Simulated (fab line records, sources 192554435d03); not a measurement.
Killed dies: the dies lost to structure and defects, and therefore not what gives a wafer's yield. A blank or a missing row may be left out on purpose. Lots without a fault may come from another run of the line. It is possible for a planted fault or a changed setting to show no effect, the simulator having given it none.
Matching of chambers + flow n5 finfet + N5_BEOL_M0_CUTY_DESCUM_61 on rie diel-06: 4 sister chambers
The step chemistry O2, time 7.9 s. 18 wafers are shown with their chamber, then 9 later ones without.

## WAFERS WITH THEIR CHAMBER
| wafer  | chamber | showerhead plenum p Torr (Torr) | drypump motor current A (A) | throttle valve pct (%) |
|--------|---------|---------------------------------|-----------------------------|------------------------|
| L075.2 | 3       | 2.11                            | 5.9                         | 20.46                  |
| L075.3 | 2       | 2.19                            | 5.1                         | 20.30                  |
| L075.4 | 0       | 2.08                            | 5.9                         | 20.61                  |
| L078.1 | 0       | 2.08                            | 6.0                         | 20.62                  |
| L078.3 | 1       | 2.12                            | 5.7                         | 20.45                  |
| L078.5 | 2       | 2.19                            | 5.1                         | 20.32                  |
| L079.3 | 0       | 2.08                            | 5.9                         | 20.62                  |
| L079.5 | 3       | 2.11                            | 5.9                         | 20.45                  |
| L079.6 | 2       | 2.19                            | 5.1                         | 20.33                  |
| L082.1 | 0       | 2.08                            | 6.0                         | 20.64                  |
| L082.3 | 1       | 2.12                            | 5.7                         | 20.46                  |
| L082.4 | 3       | 2.10                            | 5.9                         | 20.48                  |
| L085.2 | 3       | 2.10                            | 5.8                         | 20.48                  |
| L085.3 | 0       | 2.08                            | 6.0                         | 20.65                  |
| L085.6 | 3       | 2.10                            | 5.9                         | 20.48                  |
| L087.2 | 1       | 2.12                            | 5.7                         | 20.46                  |
| L087.3 | 3       | 2.10                            | 5.9                         | 20.48                  |
| L087.5 | 1       | 2.12                            | 5.7                         | 20.48                  |

SIGNATURES, as means of the wafers listed above
| reading                  | chamber 0 | chamber 1 | chamber 2 | chamber 3 | scatter within a chamber |
|--------------------------|-----------|-----------|-----------|-----------|--------------------------|
| showerhead plenum p Torr | 2.0800    | 2.1200    | 2.1900    | 2.1033    | 0.00309                  |
| drypump motor current A  | 5.960     | 5.700     | 5.100     | 5.883     | 0.0381                   |
| throttle valve pct       | 20.6280   | 20.4625   | 20.3167   | 20.4717   | 0.0144                   |
Rule: a wafer lies at a distance from a chamber equal to the root of the sum of squares, over the readings, of (its reading less the chamber's mean, divided by the reading's scatter). If the next closest chamber is less than 2 further off than the closest, the wafer can't be placed; otherwise it belongs to the closest. The scatter: the root of (the sum of the squares of (reading less its chamber's mean) over the shown wafers, divided by (wafers less chambers)).

## WAFERS WITH NO CHAMBER GIVEN
| wafer  | showerhead plenum p Torr (Torr) | drypump motor current A (A) | throttle valve pct (%) |
|--------|---------------------------------|-----------------------------|------------------------|
| L089.2 | 2.07                            | 5.9                         | 20.66                  |
| L089.4 | 2.18                            | 5.1                         | 20.37                  |
| L089.5 | 2.07                            | 5.9                         | 20.68                  |
| L091.1 | 2.10                            | 5.9                         | 20.49                  |
| L091.4 | 2.07                            | 6.0                         | 20.68                  |
| L091.6 | 2.11                            | 5.7                         | 20.50                  |
| L096.1 | 2.11                            | 5.8                         | 20.50                  |
| L096.2 | 2.09                            | 5.9                         | 20.52                  |
| L096.3 | 2.17                            | 5.0                         | 20.37                  |

## EACH ONE'S CHAMBER
| wafer  | from the rows above     | in truth |
|--------|-------------------------|----------|
| L089.2 | 0                       | 0        |
| L089.4 | 2                       | 2        |
| L089.5 | 0                       | 0        |
| L091.1 | 3                       | 3        |
| L091.4 | 0                       | 0        |
| L091.6 | can't be placed: 1 or 3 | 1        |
| L096.1 | can't be placed: 3 or 1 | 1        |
| L096.2 | 3                       | 3        |
| L096.3 | 2                       | 2        |
Correct placement for 7 of the 9. Cannot be placed on the basis of these rows: 2; the candidates contain the true chamber in 2. 0 placed wrongly.
